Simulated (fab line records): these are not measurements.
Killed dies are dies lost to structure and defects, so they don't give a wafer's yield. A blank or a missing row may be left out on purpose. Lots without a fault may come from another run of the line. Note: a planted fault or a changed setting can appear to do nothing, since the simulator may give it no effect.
fab line records ; flow nandHarc
record: lots: 13; wafers: 39; lastDay: 33
route steps=1302 shown A_CHANNEL_FILL_D1@501 A_ONON_D2@547 END@1302
lots untouched by any fault: they come from a run of this same line in which no faults occurred
startH: the number of hours between the record's first day and the start of the first shown wafer of the lot ; waitH: time in hours since the lot's previous step ; " identical to the entry in the row above ; L1.1+2: one row covering several wafers at once ; - either no value or no given start ; * or withheld: withheld ; < > ~ a bound
route shown NAME@n: names a module that has steps shown in the file, with the first one's number in the route ; usual: mean and standard deviation over wafers with no fault ; same: alike in all rows ; chamber/n: place in a boat ; sites: the reading at each site ; _std_site: the values' standard deviation ; _edge_site: mean of outer sites minus mean of inner sites ; radiusMm: how far each site lies from the wafer's centre ; mask NAME#n: copy n ; behind: the last tool/chamber to shape the wafer ; hold: reason for holding the lot/hours on hold/outcome of the hold ; device: names the non-switching transistor (n, p or np) ; end of line: the route-end tests of the same wafers ; a step given without rows: its recipe and nothing more ; killed: dies that structure and defects cost at the first sort, which is not the same as the wafer's yield ; map: a wafer's dies, x killed, . not, _ none there
set.NAME: the setting as run; set.NAME@STEP: as run at that earlier step ; model.NAME: the simulator's own value behind a step, which no gauge read
one table for each step of the route and one row for each wafer, over a sample of lots
services: when a tool's chamber went out of use (startH, in hours from the record's first day, below 0 if earlier), for how many hours, and the reason
== steps ==
step: NHARC_A_CHANNEL_FILL_D1_STRIP_28
recipe: timeS: 20; o2FlowSccm: 500; arFlowSccm: 0; biasW: 0; chemistry: O2
usual: chamberPressureMTorr: 59.99/0.056; drypumpMotorCurrentA: 5.9/0.42; oesProductAu: 0.998/0.0079; rfVppV: 57.7/0.87; showerheadPlenumPTorr: 3.51/0.12; throttleValvePct: 17.037/0.0098
lot.wafer;tool;chamber;startH;waitH;chamberPressureMTorr;drypumpMotorCurrentA;oesProductAu;rfHoursCounterH;rfVppV;showerheadPlenumPTorr;throttleValvePct
L100.3;rieDiel-13;0;211.52;0.1;59.96;5.1;0.998;3;56.5;3.38;17.042
L100.6;rieDiel-13;0;211.52;0.1;60.00;5.1;1.008;-;57.2;3.38;17.062
L100.5;rieDiel-13;1;211.52;0.1;60.06;5.2;1.004;-;57.4;3.41;17.028
L102.2;rieDiel-13;1;228.74;0.1;59.93;5.2;0.992;3;56.8;3.40;17.029
L102.3;rieDiel-13;2;228.74;0.1;59.99;5.0;0.991;3;58.3;3.55;17.031
L102.6;rieDiel-13;2;228.74;0.1;60.00;5.0;0.992;-;58.3;3.55;17.034
L101.2;rieDiel-05;2;228.75;0.1;60.00;6.1;0.991;8;56.4;3.42;17.028
L101.5;rieDiel-05;0;228.75;0.1;60.01;5.8;0.992;-;58.8;3.73;17.054
L101.6;rieDiel-05;1;228.75;0.1;60.01;6.2;0.991;-;57.7;3.36;17.032
L103.2;rieDiel-05;3;240.57;0.1;59.90;5.2;0.984;0;57.9;3.51;17.024
L103.5;rieDiel-05;1;240.57;0.1;60.05;6.2;0.983;-;57.8;3.36;17.049
L103.6;rieDiel-05;2;240.57;0.1;59.96;6.1;1.001;-;57.0;3.42;17.048
L104.1;rieDiel-01;1;251.32;0.1;60.02;5.8;0.982;2;57.5;3.39;17.037
L104.6;rieDiel-01;1;251.32;0.1;59.96;5.8;1.001;-;58.0;3.39;17.027
L104.4;rieDiel-01;2;251.32;0.1;59.88;6.3;1.002;-;58.5;3.69;17.043
L107.3;rieDiel-01;0;283.48;0.1;60.04;5.8;0.988;3;56.4;3.55;17.036
L107.1;rieDiel-01;2;283.48;0.1;60.05;6.3;0.986;5;57.9;3.68;17.043
L107.6;rieDiel-01;1;283.48;0.1;59.98;5.8;0.993;-;58.6;3.39;17.040
L113.1;rieDiel-13;2;351.50;0.1;59.99;5.0;0.994;0;58.0;3.54;17.025
L113.3;rieDiel-13;3;351.50;0.1;60.03;6.4;1.020;0;58.0;3.32;17.037
L113.2;rieDiel-13;1;351.50;0.1;60.10;5.2;1.017;0;56.1;3.40;17.017
L116.2;rieDiel-01;2;378.89;0.1;59.95;6.3;1.000;12;58.1;3.68;17.042
L116.5;rieDiel-01;2;378.89;0.1;59.88;6.3;0.987;-;57.3;3.68;17.038
L116.6;rieDiel-01;3;378.89;0.1;60.07;6.3;1.014;-;57.9;3.51;17.043
L119.3;rieDiel-05;1;398.99;0.1;59.93;6.2;1.007;9;55.4;3.35;17.042
L119.2;rieDiel-05;2;398.99;0.1;60.08;6.2;1.002;9;57.3;3.41;17.030
L119.5;rieDiel-05;1;398.99;0.1;59.95;6.2;0.996;-;57.1;3.35;17.041
L118.1;rieDiel-01;3;399.02;0.1;60.15;6.3;1.005;1;58.3;3.51;17.043
L118.4;rieDiel-01;0;399.02;0.1;60.02;5.8;1.017;-;57.7;3.55;17.070
L118.6;rieDiel-01;1;399.02;0.1;60.02;5.8;1.011;-;57.2;3.39;17.041
L120.4;rieDiel-01;1;409.46;0.1;60.02;5.8;1.009;2;56.5;3.39;17.053
L120.3;rieDiel-01;2;409.46;0.1;60.04;6.3;1.004;1;58.9;3.68;17.039
L120.6;rieDiel-01;3;409.46;0.1;60.01;6.3;0.996;-;58.5;3.51;17.028
L121.1;rieDiel-05;1;416.64;0.1;60.11;6.2;0.986;0;57.0;3.35;17.034
L121.4;rieDiel-05;3;416.64;0.1;59.97;5.2;1.001;0;56.6;3.50;17.044
L121.5;rieDiel-05;0;416.64;0.1;60.02;5.7;0.998;-;58.8;3.72;17.033
L123.3;rieDiel-01;3;436.33;0.1;60.03;6.3;1.003;4;58.7;3.51;17.035
L123.4;rieDiel-01;0;436.33;0.1;59.89;5.7;0.995;4;57.2;3.55;17.027
L123.6;rieDiel-01;3;436.33;0.1;60.08;6.3;1.011;-;57.1;3.51;17.041
step: NHARC_A_ONON_D2_DEP_03
recipe: targetThkA: 10000; n2FlowSccm: 2750; n2oFlowSccm: 2000; nh3FlowSccm: 500; sih4FlowSccm: 210; tempC: 400
usual: nh3FlowSccm: 500.0/1.7
lot.wafer;tool;chamber;startH;waitH;nh3FlowSccm
L100.3;pecvdOnon-04;0;271.72;0.2;497.9
L100.5;pecvdOnon-04;0;271.72;0.2;498.4
L100.6;pecvdOnon-04;0;271.72;0.2;498.0
L101.2;pecvdOnon-01;0;292.34;0.1;499.8
L101.5;pecvdOnon-01;0;292.34;0.1;499.5
L101.6;pecvdOnon-01;0;292.34;0.1;499.6
L102.2;pecvdOnon-04;0;292.34;0.1;503.4
L102.3;pecvdOnon-04;0;292.34;0.1;499.6
L102.6;pecvdOnon-04;0;292.34;0.1;500.7
L103.2;pecvdOnon-01;0;302.33;0.1;500.4
L103.5;pecvdOnon-01;0;302.33;0.1;501.1
L103.6;pecvdOnon-01;0;302.33;0.1;501.6
L104.1;pecvdOnon-01;0;316.21;0.1;497.6
L104.4;pecvdOnon-01;0;316.21;0.1;497.9
L104.6;pecvdOnon-01;0;316.21;0.1;498.4
L107.1;pecvdOnon-01;0;342.32;0.1;500.0
L107.3;pecvdOnon-01;0;342.32;0.1;498.3
L107.6;pecvdOnon-01;0;342.32;0.1;499.0
L113.1;pecvdOnon-04;0;416.17;0.1;498.1
L113.2;pecvdOnon-04;0;416.17;0.1;499.1
L113.3;pecvdOnon-04;0;416.17;0.1;499.8
L116.2;pecvdOnon-04;0;438.39;0.1;502.9
L116.5;pecvdOnon-04;0;438.39;0.1;500.7
L116.6;pecvdOnon-04;0;438.39;0.1;500.8
L119.2;pecvdOnon-04;0;458.31;0.1;500.5
L119.3;pecvdOnon-04;0;458.31;0.1;499.9
L119.5;pecvdOnon-04;0;458.31;0.1;500.5
L118.1;pecvdOnon-02;0;458.39;0.1;500.0
L118.4;pecvdOnon-02;0;458.39;0.1;498.1
L118.6;pecvdOnon-02;0;458.39;0.1;497.9
L120.3;pecvdOnon-01;0;471.06;0.2;497.1
L120.4;pecvdOnon-01;0;471.06;0.2;497.1
L120.6;pecvdOnon-01;0;471.06;0.2;497.8
L121.1;pecvdOnon-04;0;476.51;0.1;500.6
L121.4;pecvdOnon-04;0;476.51;0.1;501.7
L121.5;pecvdOnon-04;0;476.51;0.1;501.2
L123.3;pecvdOnon-02;0;503.16;0.2;501.8
L123.4;pecvdOnon-02;0;503.16;0.2;501.6
L123.6;pecvdOnon-02;0;503.16;0.2;502.3
step: NHARC_A_ONON_D2_THK_MEAS_05
recipe: thkMeasGauge: ellipsometry
usual: thkNm: 1000/10
lot.wafer;tool;chamber;startH;waitH;hold;thkNm
L100.3;filmMetro-02;-;272.12;-;-;994
L100.5;filmMetro-02;-;272.12;-;-;995
L100.6;filmMetro-02;-;272.12;-;-;994
L102.2;filmMetro-01;-;292.79;-;-;1001
L102.3;filmMetro-01;-;292.79;-;-;1001
L102.6;filmMetro-01;-;292.79;-;-;1001
L101.2;filmMetro-02;-;292.82;-;-;1000
L101.5;filmMetro-02;-;292.82;-;-;998
L101.6;filmMetro-02;-;292.82;-;-;997
L103.2;filmMetro-02;-;302.78;-;-;994
L103.5;filmMetro-02;-;302.78;-;-;994
L103.6;filmMetro-02;-;302.78;-;-;995
L104.1;filmMetro-02;-;316.73;-;awaitDispo/0.2h/release;1573
L104.4;filmMetro-02;-;316.73;-;awaitDispo/0.2h/release;1575
L104.6;filmMetro-02;-;316.73;-;awaitDispo/0.2h/release;1571
L104.1;filmMetro-02;-;316.90;0.2;-;1571
L104.4;filmMetro-02;-;316.90;0.2;-;1571
L104.6;filmMetro-02;-;316.90;0.2;-;1574
L107.1;filmMetro-01;-;342.85;-;awaitDispo/0.2h/release;1569
L107.3;filmMetro-01;-;342.85;-;awaitDispo/0.2h/release;1569
L107.6;filmMetro-01;-;342.85;-;awaitDispo/0.2h/release;1568
L107.1;filmMetro-01;-;343.03;0.2;-;1571
L107.3;filmMetro-01;-;343.03;0.2;-;1570
L107.6;filmMetro-01;-;343.03;0.2;-;1572
L113.1;filmMetro-02;-;416.68;-;-;1003
L113.2;filmMetro-02;-;416.68;-;-;1004
L113.3;filmMetro-02;-;416.68;-;-;1004
L116.2;filmMetro-01;-;438.84;-;-;988
L116.5;filmMetro-01;-;438.84;-;-;987
L116.6;filmMetro-01;-;438.84;-;-;987
L119.2;filmMetro-02;-;458.76;-;-;1019
L119.3;filmMetro-02;-;458.76;-;-;1017
L119.5;filmMetro-02;-;458.76;-;-;1019
L118.1;filmMetro-01;-;458.90;-;-;981
L118.4;filmMetro-01;-;458.90;-;-;980
L118.6;filmMetro-01;-;458.90;-;-;981
L120.3;filmMetro-02;-;471.45;-;-;987
L120.4;filmMetro-02;-;471.45;-;-;986
L120.6;filmMetro-02;-;471.45;-;-;987
L121.1;filmMetro-02;-;477.03;-;-;989
L121.4;filmMetro-02;-;477.03;-;-;989
L121.5;filmMetro-02;-;477.03;-;-;987
L123.3;filmMetro-01;-;503.56;-;-;998
L123.4;filmMetro-01;-;503.56;-;-;997
L123.6;filmMetro-01;-;503.56;-;-;998
step: NHARC_A_ONON_D2_THK_MEAS_30
recipe: thkMeasGauge: ellipsometry
usual: thkNm: 998/8.4
lot.wafer;tool;chamber;startH;waitH;thkNm
L100.3;filmMetro-01;-;285.23;-;992
L100.5;filmMetro-01;-;285.23;-;995
L100.6;filmMetro-01;-;285.23;-;997
L101.2;filmMetro-01;-;304.12;-;1006
L101.5;filmMetro-01;-;304.12;-;1003
L101.6;filmMetro-01;-;304.12;-;1002
L102.2;filmMetro-02;-;304.13;-;992
L102.3;filmMetro-02;-;304.13;-;992
L102.6;filmMetro-02;-;304.13;-;991
L103.2;filmMetro-02;-;314.59;-;981
L103.5;filmMetro-02;-;314.59;-;979
L103.6;filmMetro-02;-;314.59;-;979
L113.1;filmMetro-01;-;428.14;-;998
L113.2;filmMetro-01;-;428.14;-;994
L113.3;filmMetro-01;-;428.14;-;996
L116.2;filmMetro-01;-;450.18;-;1004
L116.5;filmMetro-01;-;450.18;-;1004
L116.6;filmMetro-01;-;450.18;-;1006
L119.2;filmMetro-01;-;470.42;-;993
L119.3;filmMetro-01;-;470.42;-;994
L119.5;filmMetro-01;-;470.42;-;995
L118.1;filmMetro-02;-;470.43;-;1005
L118.4;filmMetro-02;-;470.43;-;1007
L118.6;filmMetro-02;-;470.43;-;1006
L120.3;filmMetro-01;-;483.11;-;997
L120.4;filmMetro-01;-;483.11;-;998
L120.6;filmMetro-01;-;483.11;-;1000
L121.1;filmMetro-02;-;489.29;-;1015
L121.4;filmMetro-02;-;489.29;-;1015
L121.5;filmMetro-02;-;489.29;-;1014
L123.3;filmMetro-01;-;516.60;-;1005
L123.4;filmMetro-01;-;516.60;-;1005
L123.6;filmMetro-01;-;516.60;-;1007
step: NHARC_A_ONON_D2_DEP_33
recipe: targetThkA: 2000; tempC: 400; pressureTorr: 6.5; rfW: 900; teosFlowSccm: 161.4; flowSccm: 2650; targetThkNm: 200; gas: O2; material: SiO2
usual: heaterPowerOuterW: 317/74; heaterPowerW: 582/120; throttleValvePct: 16.0/0.65
lot.wafer;tool;chamber;startH;waitH;heaterPowerOuterW;heaterPowerW;throttleValvePct
L100.3;pecvd-01;1;285.29;0.1;274;466;16.1
L100.6;pecvd-01;1;285.29;0.1;288;487;16.4
L100.5;pecvd-01;0;285.29;0.1;250;447;14.9
L102.3;pecvd-03;1;304.18;0.1;272;574;15.6
L102.2;pecvd-03;2;304.18;0.1;408;754;16.1
L102.6;pecvd-03;0;304.18;0.1;271;546;16.4
L101.2;pecvd-01;2;304.22;0.1;363;600;16.5
L101.5;pecvd-01;1;304.22;0.1;301;502;16.2
L101.6;pecvd-01;0;304.22;0.1;265;480;15.2
L103.2;pecvd-03;2;314.69;0.1;465;803;16.2
L103.5;pecvd-03;1;314.69;0.1;269;558;15.3
L103.6;pecvd-03;0;314.69;0.1;274;558;16.0
L113.1;pecvd-03;1;428.20;0.1;243;509;15.2
L113.3;pecvd-03;2;428.20;0.1;494;880;16.0
L113.2;pecvd-03;0;428.20;0.1;197;463;15.9
L116.2;pecvd-02;1;450.28;0.1;294;590;16.1
L116.5;pecvd-02;0;450.28;0.1;373;654;17.2
L116.6;pecvd-02;1;450.28;0.1;300;602;16.2
L119.3;pecvd-01;1;470.48;0.1;280;478;16.2
L119.2;pecvd-01;2;470.48;0.1;343;562;16.4
L119.5;pecvd-01;0;470.48;0.1;314;529;14.8
L118.1;pecvd-03;0;470.58;0.1;295;597;16.1
L118.4;pecvd-03;1;470.58;0.1;213;483;15.7
L118.6;pecvd-03;0;470.58;0.1;301;610;16.0
L120.3;pecvd-02;0;483.25;0.1;317;565;17.1
L120.6;pecvd-02;1;483.25;0.1;353;669;16.1
L120.4;pecvd-02;2;483.25;0.1;279;508;16.1
L121.1;pecvd-03;0;489.40;0.1;285;585;16.0
L121.5;pecvd-03;0;489.40;0.1;294;586;16.1
L121.4;pecvd-03;1;489.40;0.1;282;573;15.2
L123.4;pecvd-01;2;516.79;0.2;367;605;15.7
L123.3;pecvd-01;1;516.79;0.2;219;409;15.7
L123.6;pecvd-01;2;516.79;0.2;377;600;15.7
step: NHARC_END_SORT_01
recipe: tempC: 25
usual: defectLimitedYield: 90.8/2.2; killedAtArray: 58/15; killedAtOther: 0.8/1.2; killedAtPeriphery: 3.5/2.5; killedDies: 62/15; killedOpen: 3.2/1.7; killedShort: 2.4/1.5
same: grossDies: 677
lot.wafer;tool;chamber;startH;waitH;defectLimitedYield[%];killedAtArray;killedAtOther;killedAtPeriphery;killedDies;killedOpen;killedShort
L102.2;prober-01;0;566.79;2.8;88.3;79;0;0;79;2;2
L102.3;prober-01;0;567.59;3.1;90.5;60;1;3;64;1;5
L102.6;prober-01;0;570.01;4.0;90.1;66;0;1;67;1;3
L103.2;prober-02;0;582.69;2.8;89.5;63;5;3;71;3;6
L103.5;prober-02;0;585.10;3.7;89.4;70;2;0;72;3;1
L103.6;prober-02;0;585.90;4.0;89.4;71;0;1;72;2;4
L116.2;prober-02;0;724.28;2.8;89.7;68;1;1;70;0;1
L116.5;prober-02;0;726.71;3.7;88.6;75;2;0;77;3;0
L116.6;prober-02;0;727.52;4.0;91.4;55;1;2;58;3;4
killed by level:class
L102.2 A_CHANNEL_HOLE_D1:chamberFilmFlake=35 A_SLIT:chamberFilmFlake=28 A_CHANNEL_HOLE_D2:chamberFilmFlake=6 A_STAIRCASE:chamberFilmFlake=3 A_CONTACT:chamberFilmFlake=3 A_ONON_D2:geometricParticle:short=2 A_CHANNEL_HOLE_D1:geometricParticle:open=1 A_WL_FILL:geometricParticle:open=1
L102.3 A_CHANNEL_HOLE_D1:chamberFilmFlake=26 A_SLIT:chamberFilmFlake=16 A_CHANNEL_HOLE_D2:chamberFilmFlake=7 A_CONTACT:chamberFilmFlake=4 A_STAIRCASE:chamberFilmFlake=3 P_M0:geometricParticle:short=1 P_M0:geometricParticle:open=1 A_CHANNEL_FILL_D1:geometricParticle:short=1
L102.6 A_CHANNEL_HOLE_D1:chamberFilmFlake=34 A_SLIT:chamberFilmFlake=17 A_CHANNEL_HOLE_D2:chamberFilmFlake=9 A_CONTACT:chamberFilmFlake=2 A_ONON_D1:geometricParticle:short=1 A_CHANNEL_FILL_D1:geometricParticle:short=1 A_CHANNEL_FILL_D2:geometricParticle:short=1 A_CHANNEL_FILL_D2:geometricParticle:open=1
L103.2 A_CHANNEL_HOLE_D2:chamberFilmFlake=29 A_CHANNEL_HOLE_D1:chamberFilmFlake=25 THIN_TSV:chamberFilmFlake=4 A_CHANNEL_FILL_D1:chamberFilmFlake=2 P_CONTACT:geometricParticle:open=1 P_CONTACT:geometricParticle:short=1 A_ONON_D1:geometricParticle:short=1 A_CHANNEL_FILL_D1:geometricParticle:short=1
L103.5 A_CHANNEL_HOLE_D2:chamberFilmFlake=34 A_CHANNEL_HOLE_D1:chamberFilmFlake=29 A_DECK1_JOINT:geometricParticle:open=1 A_WL_FILL:geometricParticle:short=1 A_M0:geometricParticle:open=1 STARTING-WAFER:geometricParticle:open=1 A_ZERO_WELL:chamberFilmFlake=1 A_CHANNEL_FILL_D1:chamberFilmFlake=1
L103.6 A_CHANNEL_HOLE_D1:chamberFilmFlake=30 A_CHANNEL_HOLE_D2:chamberFilmFlake=27 A_WL_FILL:chamberFilmFlake=3 A_CHANNEL_FILL_D1:chamberFilmFlake=2 A_STAIRCASE:chamberFilmFlake=2 P_GATE:geometricParticle:short=1 A_ONON_D1:geometricParticle:short=1 A_DECK1_JOINT:geometricParticle:open=1
L116.2 A_SLIT:chamberFilmFlake=31 A_CHANNEL_HOLE_D1:chamberFilmFlake=28 A_CHANNEL_FILL_D2:chamberFilmFlake=4 A_STAIRCASE:chamberFilmFlake=2 A_CHANNEL_HOLE_D2:geometricParticle:short=1 P_GATE:chamberFilmFlake=1 A_CHANNEL_HOLE_D2:chamberFilmFlake=1 A_BONDPAD:chamberFilmFlake=1
L116.5 A_CHANNEL_HOLE_D1:chamberFilmFlake=34 A_SLIT:chamberFilmFlake=33 A_CHANNEL_FILL_D2:chamberFilmFlake=2 A_STAIRCASE:chamberFilmFlake=2 A_CHANNEL_FILL_D2:geometricParticle:open=1 A_CONTACT:geometricParticle:open=1 STARTING-WAFER:geometricParticle:open=1 A_WL_FILL:chamberFilmFlake=1
L116.6 A_CHANNEL_HOLE_D1:chamberFilmFlake=23 A_SLIT:chamberFilmFlake=22 A_SOURCE_PLATE:geometricParticle:short=2 A_SOURCE_PLATE:geometricParticle:open=2 A_SGD_CUT:chamberFilmFlake=2 P_M1:geometricParticle:open=1 A_ONON_D2:geometricParticle:short=1 A_SLIT:geometricParticle:short=1
== services ==
tool;chamber;startH;hours;kind
pecvd-01;-;187.88;0.6;repair
rieDiel-01;-;203.82;9.0;pm
pecvd-01;1;212.20;16.5;repair
rieDiel-05;-;229.60;9.0;pm
rieDiel-01;3;235.24;23.5;repair
pecvdOnon-01;-;269.37;13.0;pm
rieDiel-01;3;273.97;11.6;repair
rieDiel-01;0;277.60;4.9;repair
rieDiel-05;-;277.82;2.1;repair
rieDiel-05;1;282.15;7.4;repair
rieDiel-01;1;288.20;93.8;repair
pecvd-01;-;311.23;13.0;pm
pecvdOnon-04;-;311.33;13.0;pm
rieDiel-01;0;319.61;7.2;repair
rieDiel-01;2;339.49;4.7;repair
pecvd-01;1;352.31;12.5;repair
rieDiel-01;-;356.90;1.0;repair
pecvd-03;-;366.24;13.0;pm
rieDiel-01;-;380.82;9.0;pm
rieDiel-01;2;393.51;3.3;repair
rieDiel-01;2;397.78;2.8;repair
pecvdOnon-01;-;450.37;13.0;pm
pecvdOnon-04;-;492.33;13.0;pm
pecvd-03;-;501.58;6.1;repair
== key ==
firstSign: step: NHARC_A_ONON_D2_THK_MEAS_05; reading: visit; direction: added
effect: step: NHARC_A_ONON_D2_THK_MEAS_05; reading: thkNm; direction: up; sigmas: 56; usual: 1000; struck: 1571
metAt NHARC_A_ONON_D2_DEP_03
struckLots L104,L107
struckWafers L104.1,L104.4,L104.6,L107.1,L107.3,L107.6
scrappedBehind NHARC_A_ONON_D2_THK_MEAS_05 L104.1,L104.4,L104.6,L107.1,L107.3,L107.6
notActingAt NHARC_A_CHANNEL_FILL_D1_STRIP_28,NHARC_A_ONON_D2_THK_MEAS_30,NHARC_A_ONON_D2_DEP_33
onsetBetween 302.33 316.21
fault: kind: processParameterDrift; tool: pecvdOnon-01; chamber: 0; onsetH: 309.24; steps: NHARC_A_ONON_D2_DEP_03; channel: targetThkA; offset: *; shape: step; endH: 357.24; actsIn: *; stated: *
